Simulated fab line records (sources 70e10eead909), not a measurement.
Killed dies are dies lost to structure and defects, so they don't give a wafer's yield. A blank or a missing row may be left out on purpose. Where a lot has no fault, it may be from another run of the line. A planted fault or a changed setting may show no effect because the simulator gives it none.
fab line records	flow nand_harc	part 2 of 2: steps 30 to 38 of 38
record lots=5	wafers=15	last_day=35
route steps=1302 shown A_M1@1192 A_BONDPAD@1202
lots untouched by any fault: they come from a run of this same line in which no faults occurred
start_h: hours from the record's opening day to when the first of the lot's shown wafers began	wait_h: hours from the lot's prior step to this one	" repeats the value in the row above	L1.1+2: one row covering several wafers at once	- value missing, or start not given	* or withheld: withheld	< > ~ a bound
route shown NAME@n: NAME is a module with steps in the file, n the number in the route of the first one	usual: the fault-free wafers' mean and standard deviation	same: alike in all rows	chamber/n: place in a boat	sites: each site's reading	_std_site: the standard deviation of these	_edge_site: inner sites' mean taken away from outer sites' mean	radius_mm: how far each site lies from the wafer's centre	mask NAME#n: copy n	behind: the last tool/chamber to shape the wafer	hold: why the lot went on hold/how many hours it stayed there/how the hold came to an end	device: which transistor (n, p or np) failed to switch	end of line: the tests these same wafers got at the end of their route	a step given without rows: its recipe and nothing more	killed: at the first sort, the dies lost to defects and structure; wafer yield is something else	map: shows each die of a wafer: x if killed, . if not, _ if none is there
set.NAME: setting as actually run; set.NAME@STEP: the setting as run at that earlier step	model.NAME: the simulator's own value behind a step, which no gauge read
lots seen at some steps along the route; tables by step, rows by wafer
services: a tool's chamber out of use, with start hour (start_h, from the record's first day; less than 0 if before it), hours out, and reason
## steps
# step NHARC_A_BONDPAD_STRIP_15
# recipe o2_flow_sccm=500	ar_flow_sccm=0	bias_w=0	chemistry=O2
# usual drypump_motor_current_A=5.9/0.49	oes_product_au=1.001/0.0073	rf_vpp_V=57.7/0.88	showerhead_plenum_p_Torr=3.54/0.13	throttle_valve_pct=17.036/0.0085
lot.wafer	tool	chamber	start_h	wait_h	drypump_motor_current_A	oes_product_au	rf_hours_counter_h	rf_vpp_V	showerhead_plenum_p_Torr	throttle_valve_pct
L077.4	rie_diel-07	0	567.62	0.1	6.1	1.012	2	58.4	3.38	17.044
L077.6	"	3	"	"	6.5	0.999	-	57.7	3.49	17.026
L077.5	"	0	"	"	6.1	1.011	-	58.0	3.38	17.041
L079.3	rie_diel-07	0	569.26	0.1	6.2	1.011	2	58.0	3.38	17.040
L079.5	"	3	"	"	6.5	1.003	-	58.1	3.49	17.036
L079.6	"	0	"	"	6.2	1.007	-	59.4	3.38	17.026
L081.2	rie_diel-08	0	598.06	0.1	6.0	0.990	8	56.6	3.62	17.028
L081.6	"	2	"	"	5.7	0.991	-	58.4	3.68	17.048
L081.5	"	3	"	"	5.9	1.001	-	58.7	3.67	17.039
L082.2	rie_diel-07	2	599.41	0.1	5.1	0.999	3	57.2	3.55	17.037
L082.4	"	3	"	"	6.5	0.999	3	56.8	3.49	17.029
L082.5	"	2	"	"	5.0	1.005	-	56.7	3.55	17.041
L096.4	rie_diel-07	0	785.65	0.1	6.2	1.001	3	57.8	3.37	17.030
L096.5	"	1	"	"	5.8	1.002	-	57.7	3.70	17.031
L096.6	"	2	"	"	5.0	0.991	-	57.1	3.54	17.038
# step NHARC_A_BONDPAD_ETCH_24
# recipe target_depth_a=300	over_etch_frac=0.3	time_s=72.99	ion_energy_ev=150	cf4_flow_sccm=50	n2_flow_sccm=100	ar_flow_sccm=150	rf_w=300	bias_w=100	chemistry=CF4/N2
# usual drypump_motor_current_A=5.9/0.48	oes_product_au=0.999/0.0078	rf_vpp_V=314.3/2	showerhead_plenum_p_Torr=2.63/0.098	throttle_valve_pct=19.795/0.0092
lot.wafer	tool	chamber	start_h	wait_h	drypump_motor_current_A	oes_product_au	rf_hours_counter_h	rf_vpp_V	showerhead_plenum_p_Torr	throttle_valve_pct
L077.4	rie_diel-07	3	-	-	6.5	0.999	2	314.1	2.59	19.800
L077.6	"	0	"	"	6.2	1.008	-	312.0	2.51	19.799
L077.5	"	1	"	"	5.7	1.003	-	316.3	2.76	19.776
L079.3	rie_diel-07	0	-	-	6.1	0.997	2	312.0	2.51	19.789
L079.5	"	2	"	"	5.1	0.993	-	312.7	2.64	19.798
L079.6	"	3	"	"	6.6	1.007	-	314.1	2.59	19.788
L081.2	rie_diel-08	0	-	-	6.0	0.991	8	316.0	2.70	19.792
L081.6	"	0	"	"	6.0	0.988	-	316.2	2.70	19.804
L081.5	"	1	"	"	6.1	1.000	-	311.8	2.52	19.800
L082.4	rie_diel-07	0	-	-	6.2	0.997	3	313.4	2.51	19.797
L082.2	"	1	"	"	5.7	0.991	3	315.8	2.76	19.795
L082.5	"	1	"	"	5.8	0.992	-	317.5	2.76	19.793
L096.4	rie_diel-07	3	-	-	6.5	1.000	3	314.5	2.59	19.789
L096.6	"	3	"	"	6.5	0.997	-	313.1	2.59	19.798
L096.5	"	0	"	"	6.1	1.003	-	311.8	2.51	19.791
# step NHARC_A_BONDPAD_STRIP_16
# recipe time_s=600	temp_c=30	chemistry=post_etch_residue_remover
lot.wafer	tool	chamber	start_h	wait_h
L077.6+5+4	wet_bench-10	4,6,1	567.88	-
L079.3+6+5	wet_bench-10	3,4,0	569.53	-
L081.5+2+6	wet_bench-10	3,4,6	598.31	-
L082.4+5+2	wet_bench-08	3,4,0	599.69	-
L096.4+5+6	wet_bench-08	7,0,1	785.88	-
# step NHARC_A_BONDPAD_DEGAS_25
# recipe temp_c=300	time_s=60
# usual heater_power_w=451/27
lot.wafer	tool	chamber	start_h	wait_h	heater_power_w
L077.4	pvd_sputter-01	-	568.17	-	406
L077.5	"	-	"	"	459
L077.6	"	-	"	"	467
L079.3	pvd_sputter-01	-	569.80	-	454
L079.5	"	-	"	"	450
L079.6	"	-	"	"	467
L081.2	pvd_sputter-03	-	598.59	-	412
L081.5	"	-	"	"	432
L081.6	"	-	"	"	447
L082.2	pvd_sputter-03	-	599.95	-	444
L082.4	"	-	"	"	474
L082.5	"	-	"	"	453
L096.4	pvd_sputter-01	-	786.16	-	455
L096.5	"	-	"	"	457
L096.6	"	-	"	"	460
# step NHARC_A_BONDPAD_PRE_CLEAN_26
# recipe time_s=30	temp_c=280	gas=H2/He
# usual heater_power_w=397/25
lot.wafer	tool	chamber	start_h	wait_h	heater_power_w
L077.4	pvd_sputter-01	-	-	-	371
L077.5	"	-	"	"	395
L077.6	"	-	"	"	408
L079.3	pvd_sputter-01	-	-	-	410
L079.5	"	-	"	"	409
L079.6	"	-	"	"	406
L081.2	pvd_sputter-03	-	-	-	414
L081.5	"	-	"	"	395
L081.6	"	-	"	"	351
L082.2	pvd_sputter-03	-	-	-	414
L082.4	"	-	"	"	393
L082.5	"	-	"	"	357
L096.4	pvd_sputter-01	-	-	-	395
L096.5	"	-	"	"	393
L096.6	"	-	"	"	408
# step NHARC_A_BONDPAD_PVD_17
# recipe target_thk_a=50	bias_v=168.6	power_w=15000	chamber_pressure_pa=0.12	time_s=8.06	substrate_temp_c=50	material=TaN
# usual substrate_temp_c=49.99/0.11	throttle_valve_pct=30.3/0.95
lot.wafer	tool	chamber	start_h	wait_h	substrate_temp_c	throttle_valve_pct
L077.4	pvd_sputter-01	-	-	-	49.98	30.6
L077.6	"	-	"	"	49.80	30.6
L077.5	"	-	"	"	49.87	30.5
L079.3	pvd_sputter-01	-	-	-	50.00	32.2
L079.5	"	-	"	"	50.08	30.2
L079.6	"	-	"	"	49.85	30.9
L081.2	pvd_sputter-03	-	-	-	49.84	31.3
L081.6	"	-	"	"	49.86	31.3
L081.5	"	-	"	"	50.00	28.6
L082.2	pvd_sputter-03	-	-	-	49.95	28.6
L082.4	"	-	"	"	49.99	31.5
L082.5	"	-	"	"	50.08	28.6
L096.4	pvd_sputter-01	-	-	-	49.82	30.1
L096.6	"	-	"	"	49.74	30.5
L096.5	"	-	"	"	50.02	31.5
# step NHARC_A_BONDPAD_PVD_27
# recipe target_thk_a=300	chamber_pressure_pa=5	power_w=5000	substrate_temp_c=30	time_s=20.49	material=Cu
# usual substrate_temp_c=30.00/0.091	throttle_valve_pct=30.3/0.97
lot.wafer	tool	chamber	start_h	wait_h	substrate_temp_c	throttle_valve_pct
L077.4	pvd_sputter-01	-	-	-	29.88	31.9
L077.6	"	-	"	"	30.06	32.2
L077.5	"	-	"	"	29.89	30.3
L079.3	pvd_sputter-01	-	-	-	30.01	30.4
L079.5	"	-	"	"	29.96	32.1
L079.6	"	-	"	"	30.04	30.6
L081.2	pvd_sputter-03	-	-	-	29.94	30.7
L081.6	"	-	"	"	30.05	30.7
L081.5	"	-	"	"	29.94	31.4
L082.4	pvd_sputter-03	-	-	-	30.07	30.5
L082.2	"	-	"	"	30.11	28.5
L082.5	"	-	"	"	29.97	30.6
L096.4	pvd_sputter-01	-	-	-	29.89	30.3
L096.6	"	-	"	"	30.02	30.2
L096.5	"	-	"	"	30.00	30.3
# step NHARC_A_BONDPAD_ECD_18
# recipe target_thk_a=4000	bath_temp_c=25	material=Cu
lot.wafer	tool	chamber	start_h	wait_h
L077.4+6+5	ecd_cu-02	0,0,1	568.61	-
L079.3+6+5	ecd_cu-01	1,1,0	570.26	-
L081.2+6+5	ecd_cu-01	0,1,0	598.98	-
L082.2+4+5	ecd_cu-01	0,1,0	600.66	-
L096.4+5+6	ecd_cu-01	0,1,0	786.66	-
# step NHARC_A_BONDPAD_ANNEAL_28
# recipe temp_c=225	time_s=90
# usual wafer_temp_C_max=226.7/0.41
lot.wafer	tool	chamber	start_h	wait_h	wafer_temp_C_max
L077.4	rtp_anneal-01	0	569.05	0.4	226.4
L077.5	"	0	"	"	226.6
L077.6	"	0	"	"	227.6
L079.3	rtp_anneal-02	0	570.64	-	226.1
L079.5	"	0	"	"	226.6
L079.6	"	0	"	"	226.4
L081.2	rtp_anneal-01	0	599.36	-	227.0
L081.5	"	0	"	"	226.3
L081.6	"	0	"	"	226.6
L082.2	rtp_anneal-02	0	601.03	-	226.4
L082.4	"	0	"	"	226.5
L082.5	"	0	"	"	226.9
L096.4	rtp_anneal-01	0	787.04	-	226.5
L096.5	"	0	"	"	226.0
L096.6	"	0	"	"	227.0
## services
tool	chamber	start_h	hours	kind
pvd_sputter-03	-	542.46	10.0	pm
ecd_cu-01	-	545.76	1.8	repair
rie_diel-08	-	546.12	9.0	pm
litho_track-02	-	577.00	7.0	pm
pvd_sputter-01	-	582.00	10.0	pm
ecd_cu-01	-	583.12	0.3	repair
litho_track-07	-	601.00	7.0	pm
wet_bench-10	-	612.08	6.5	repair
litho_track-03	-	625.00	7.0	pm
pecvd-04	-	631.52	13.0	pm
ecd_cu-01	-	638.22	2.8	repair
rie_diel-07	-	648.20	9.0	pm
wet_bench-08	-	648.47	8.0	pm
rie_diel-08	2	650.03	5.1	repair
wet_bench-10	-	663.26	8.0	pm
rie_diel-07	-	671.52	0.3	repair
ecd_cu-01	-	680.35	4.8	repair
rie_diel-07	2	682.05	21.1	repair
ecd_cu-01	-	688.45	8.0	pm
pvd_sputter-03	-	720.46	10.0	pm
litho_track-02	-	752.00	7.0	pm
pvd_sputter-01	-	760.00	10.0	pm
pecvd-04	1	771.93	8.4	repair
litho_track-07	-	776.00	7.0	pm
